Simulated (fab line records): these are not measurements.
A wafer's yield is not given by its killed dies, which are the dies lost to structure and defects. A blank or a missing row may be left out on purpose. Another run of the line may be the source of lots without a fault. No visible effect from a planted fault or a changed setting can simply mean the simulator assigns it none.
Lot-split experiment    flow n5 finfet    21 wafers read from 7 lots, route of 1938 steps

ABOUT THE SPLIT
At N5_SD_EPI_N_EPI_21 (deposits Si:P, time 690 s), the setting temp c was moved away from the recipe's 680 C on 8 of the 21 wafers read, by -0.6% to +0.7%. For the rest of the wafers, this setting stayed at what the recipe calls for.

FROM THE SPLIT TO THE READING: what the file shows between them, 1 step
- N5_SD_EPI_N_EPI_MEAS_23

THE READING
Si-P_of_SD_EPI_N_EPI_21.thk nm (the simulator's own value, which no gauge read), in nm, at N5_SD_EPI_N_PRECLEAN_24 (cleans in O3/DIW, time 60 s). The file does not state a usual value for it. Across the 13 wafers here that went through the recipe, the average is 58.5 nm and the standard deviation 0.63 nm.

wafer   tool, chamber at the split  temp c as run, C  against the recipe  Si-P_of_SD_EPI_N_EPI_21.thk nm, nm  against lot-mates on the recipe
L076.3  epi rpcvd-04, 0             680               recipe              58                                  -
L076.4  epi rpcvd-04, 0             684.6             +0.7%               62.4                                +4.5
L076.6  epi rpcvd-04, 0             680               recipe              57.8                                -
L078.2  epi rpcvd-04, 0             680               recipe              59                                  -
L078.3  epi rpcvd-04, 0             680               recipe              59.4                                -
L078.5  epi rpcvd-04, 0             680               recipe              60                                  -
L081.1  epi rpcvd-02, 0             681.7             +0.3%               59.8                                +1.6
L081.5  epi rpcvd-02, 0             680               recipe              58                                  -
L081.6  epi rpcvd-02, 0             680               recipe              58.4                                -
L082.1  epi rpcvd-01, 0             680               recipe              58.2                                -
L082.4  epi rpcvd-01, 0             680               recipe              58.2                                -
L082.5  epi rpcvd-01, 0             680               recipe              58                                  -
L083.1  epi rpcvd-01, 0             684.6             +0.7%               63.8                                +6.0
L083.4  epi rpcvd-01, 0             680               recipe              57.8                                -
L083.6  epi rpcvd-01, 0             684.6             +0.7%               63.4                                +5.6
L088.1  epi rpcvd-02, 0             675.9             -0.6%               54.4                                -4.2
L088.2  epi rpcvd-02, 0             680               recipe              58.6                                -
L088.6  epi rpcvd-02, 0             675.9             -0.6%               54.2                                -4.4
L093.1  epi rpcvd-02, 0             680               recipe              58.6                                -
L093.4  epi rpcvd-02, 0             677.5             -0.4%               57.4                                -1.2
L093.5  epi rpcvd-02, 0             677.5             -0.4%               56.6                                -2.0

FIT RESULTS
A straight line over all 21 wafers: Si-P_of_SD_EPI_N_EPI_21.thk nm changes by +6.58 nm for each +1% of temp c; r = +0.96; the points scatter about the line by 0.67 nm.
The same after taking each lot's own level away (the mean of its wafers on the recipe; 21 wafers): +7.23 nm for each +1%; r = +0.98; scatter 0.49 nm.
On that fit, the largest move of temp c shifts the reading by 4.9 nm.
The span of the lots' own levels, 57.80 to 59.47 nm, comes to 2.6 times the standard deviation stated above.
Consequently the slope shifts little with the lot-to-lot level, the two slopes agreeing.
Check: with one of the wafers moved furthest among these (+0.7%) left out of the fit, the line predicts +5.22 nm for it against its lot-mates. It came out at +4.5 nm against them.

ADDITIONAL SPLITS CARRIED BY THESE WAFERS
Before the reading, these wafers also passed through other splits. Each is held against what the fit with the lots' levels taken away leaves over:
other split on the same wafers             wafers away from the commonest value  r with Si-P_of_SD_EPI_N_EPI_21.thk nm (lot level and that fit taken away)
N5_PMOS_HMC_CHANNEL_EPI_HM_DEP_34 time s   5                                     +0.11
N5_PMOS_HMC_CHANNEL_EPI_EXPOSE_06 dose mj  7                                     +0.20
N5_FIN_SAQP_PEB_14 peb time s              7                                     -0.44
N5_FIN_SAQP_DEVELOP_15 develop time s      4                                     +0.60
N5_SD_EPI_N_COAT_32 spin rpm               7                                     +0.04

THE WHOLE CHAIN: every reading that the file lists as answering this split, in the file's order
step                     what it does                 reading                                                                          change (the file's fit)               r (the file's)
N5_SD_EPI_N_EPI_21       deposits Si:P, time 690 s    Si-P_of_SD_EPI_N_EPI_21.thk nm (the simulator's own value, which no gauge read)  +7.21 nm for each +1% of the setting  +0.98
N5_SD_EPI_N_EPI_MEAS_23                               thk nm                                                                           withheld for each +1% of the setting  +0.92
N5_SD_EPI_N_PRECLEAN_24  cleans in O3/DIW, time 60 s  Si-P_of_SD_EPI_N_EPI_21.thk nm (the simulator's own value, which no gauge read)  +7.14 nm for each +1% of the setting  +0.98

THE FILE'S OWN FIT
Si-P_of_SD_EPI_N_EPI_21.thk nm changes by +7.14 nm for each +1% of temp c, r = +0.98.
